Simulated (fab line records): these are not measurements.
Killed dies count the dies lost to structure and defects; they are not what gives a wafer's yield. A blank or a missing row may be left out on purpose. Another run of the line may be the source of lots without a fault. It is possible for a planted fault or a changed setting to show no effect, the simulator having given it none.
Which tool is to blame?	flow n5 finfet	72 wafers from 24 lots sampled at 3 of the route's 1938 steps

## WHAT THE GAUGES READ, wafer by wafer
N5_MOL_CONTACT_COAG_INSPECT_42: inspects for defects (brightfield). Usual: raw defect count reads 198 (standard deviation 49).
lot	measured	on	raw defect count	flag
L074	day 5 02:22	defect inspect-02	232 354 313	
L075	day 5 13:50	defect inspect-02	143 154 208	
L076	day 5 15:20	defect inspect-01	189 156 167	
L077	day 5 21:34	defect inspect-02	179 189 274	
L078	day 6 07:12	defect inspect-02	153 185 151	
L079	day 6 07:51	defect inspect-02	209 190 275	
L080	day 6 22:14	defect inspect-01	153 148 115	
L081	day 7 00:57	defect inspect-01	189 171 196	
L082	day 7 05:20	defect inspect-02	151 126 209	
L083	day 7 13:08	defect inspect-02	166 244 228	
L084	day 7 23:46	defect inspect-02	237 266 217	
L085	day 8 02:25	defect inspect-02	216 196 155	
L086	day 8 09:22	defect inspect-01	226 184 307	
L087	day 8 20:13	defect inspect-01	206 232 263	
L088	day 8 22:04	defect inspect-01	246 222 246	
L089	day 9 01:21	defect inspect-02	231 248 172	
L090	day 9 13:35	defect inspect-01	155 165 169	
L091	day 9 13:10	defect inspect-01	251 262 228	
L092	day 9 20:55	defect inspect-02	202 158 167	
L093	day 10 03:11	defect inspect-02	196 199 291	
L094	day 10 05:58	defect inspect-01	183 202 176	
L095	day 10 12:57	defect inspect-02	227 181 164	
L096	day 10 23:30	defect inspect-01	214 179 211	
L097	day 11 04:46	defect inspect-01	187 151 79	

## WHAT TOOL EACH LOT RAN ON (gives the tool, then ch and the chambers of the sampled wafers, and finally the start)
lot	N5_GATE_CUT_ETCH_47	N5_MOL_CONTACT_COAG_PRE_CLEAN_141
L074	rie metal-01 ch 0,1, day 4 12:42	pvd sputter-01, day 4 17:42
L075	rie metal-03 ch 0,1, day 4 19:26	pvd sputter-01, day 5 00:46
L076	rie metal-02 ch 0,1, day 5 01:38	pvd sputter-03, day 5 07:17
L077	rie metal-01 ch 0,1, day 5 06:15	pvd sputter-01, day 5 12:25
L078	rie metal-01 ch 0,1, day 5 15:26	pvd sputter-01, day 5 22:44
L079	rie metal-01 ch 0,1, day 5 17:59	pvd sputter-02, day 5 23:48
L080	rie metal-02 ch 1, day 6 06:39	pvd sputter-03, day 6 12:34
L081	rie metal-02 ch 1, day 6 09:14	pvd sputter-01, day 6 16:25
L082	rie metal-03 ch 0, day 6 14:53	pvd sputter-03, day 6 19:56
L083	rie metal-01 ch 0,1, day 6 22:20	pvd sputter-02, day 7 04:59
L084	rie metal-03 ch 0,1, day 7 05:17	pvd sputter-01, day 7 12:40
L085	rie metal-03 ch 0,1, day 7 08:04	pvd sputter-03, day 7 17:11
L086	rie metal-03 ch 0,1, day 7 15:33	pvd sputter-01, day 7 23:59
L087	rie metal-01 ch 0,1, day 8 01:57	pvd sputter-03, day 8 07:51
L088	rie metal-01 ch 0,1, day 8 03:59	pvd sputter-01, day 8 10:46
L089	rie metal-03 ch 0,1, day 8 08:59	pvd sputter-02, day 8 14:48
L090	rie metal-02 ch 0,1, day 8 19:26	pvd sputter-02, day 9 04:22
L091	rie metal-02 ch 0,1, day 8 21:10	pvd sputter-01, day 9 04:19
L092	rie metal-03 ch 1, day 9 07:05	pvd sputter-01, day 9 12:25
L093	rie metal-01 ch 0,1, day 9 10:44	pvd sputter-03, day 9 16:13
L094	rie metal-02 ch 1, day 9 15:37	pvd sputter-01, day 9 21:41
L095	rie metal-01 ch 1, day 9 22:10	pvd sputter-01, day 10 05:10
L096	rie metal-01 ch 1, day 10 04:46	pvd sputter-01, day 10 13:27
L097	rie metal-02 ch 0,1, day 10 09:51	pvd sputter-02, day 10 17:14
- N5_GATE_CUT_ETCH_47: etches SiO2 in Cl2/BCl3, target depth 10 nm.
- N5_MOL_CONTACT_COAG_PRE_CLEAN_141: time 60 s.

## WHAT THE TOOLS THEMSELVES READ (means of the sampled wafers that have a number; where no wafer has one, the mark that the record gives instead)
N5_GATE_CUT_ETCH_47. Usual: chamber pressure mTorr 9.999 mTorr, standard deviation 0.0094; drypump motor current A 5.8 A, standard deviation 0.41; mfc ar sccm 25.00 sccm, standard deviation 0.07; oes product au 0.74 a.u., standard deviation 0.12; throttle valve pct 22.77 %, standard deviation 0.19.
lot	tool	chamber pressure mTorr (mTorr)	drypump motor current A (A)	mfc ar sccm (sccm)	oes product au (a.u.)	throttle valve pct (%)	flag
L074	rie metal-01	10.016	6.0	24.96	0.65	22.62	
L075	rie metal-03	9.993	5.9	25.01	0.65	23.21	
L076	rie metal-02	10.002	5.4	24.99	0.81	22.87	
L077	rie metal-01	9.994	6.0	24.94	0.65	22.63	
L078	rie metal-01	9.997	6.0	25.05	0.65	22.62	
L079	rie metal-01	9.992	5.7	25.03	0.63	22.57	
L080	rie metal-02	10.001	5.3	24.90	0.87	23.00	
L081	rie metal-02	10.001	5.2	24.91	0.87	23.01	
L082	rie metal-03	10.000	6.2	25.06	0.79	22.91	
L083	rie metal-01	9.995	6.0	25.03	0.65	22.62	
L084	rie metal-03	10.005	6.0	25.02	0.85	22.90	
L085	rie metal-03	9.998	6.0	25.02	0.86	22.91	
L086	rie metal-03	10.003	6.0	25.08	0.85	22.91	
L087	rie metal-01	9.990	6.0	24.96	0.64	22.64	
L088	rie metal-01	10.009	6.0	25.02	0.64	22.64	
L089	rie metal-03	10.003	5.9	25.02	0.90	22.91	
L090	rie metal-02	9.998	5.6	24.97	0.74	22.75	
L091	rie metal-02	9.996	5.4	25.02	0.79	22.88	
L092	rie metal-03	9.996	5.7	25.03	0.95	22.90	
L093	rie metal-01	9.996	6.0	25.06	0.64	22.65	
L094	rie metal-02	10.007	5.3	24.94	0.84	23.02	
L095	rie metal-01	9.991	6.3	25.05	0.65	22.70	
L096	rie metal-01	10.000	6.3	24.98	0.65	22.71	
L097	rie metal-02	10.007	5.6	24.97	0.74	22.76	

N5_MOL_CONTACT_COAG_PRE_CLEAN_141. Usual: heater power w reads 447 W (standard deviation 51).
lot	tool	heater power w (W)	flag
L074	pvd sputter-01	433	
L075	pvd sputter-01	438	
L076	pvd sputter-03	440	
L077	pvd sputter-01	456	
L078	pvd sputter-01	468	
L079	pvd sputter-02	458	
L080	pvd sputter-03	410	
L081	pvd sputter-01	403	
L082	pvd sputter-03	415	
L083	pvd sputter-02	514	
L084	pvd sputter-01	467	
L085	pvd sputter-03	423	
L086	pvd sputter-01	470	
L087	pvd sputter-03	411	
L088	pvd sputter-01	499	
L089	pvd sputter-02	481	
L090	pvd sputter-02	503	
L091	pvd sputter-01	437	
L092	pvd sputter-01	428	
L093	pvd sputter-03	403	
L094	pvd sputter-01	440	
L095	pvd sputter-01	461	
L096	pvd sputter-01	430	
L097	pvd sputter-02	445	

## THE ANSWER, worked out from the rows above alone
Rule: a lot counts as off when the mean over its wafers that have a number is more than 3 standard deviations away from the usual mean. A lot without any number at a reading at which 4 lots or more have one is off too. The other lots that the step has rows for count as sound. The gauges are gone through in route order, then the tools' own readings, and for those a lot's mean is taken as printed above. At the first step where some lot is off, the reading lying furthest off is the one used; lots without a number count as furthest.
Across all readings shown, no lot is off: no conclusion can be drawn from this.

## WHAT WAS PUT IN BY THE SIMULATOR
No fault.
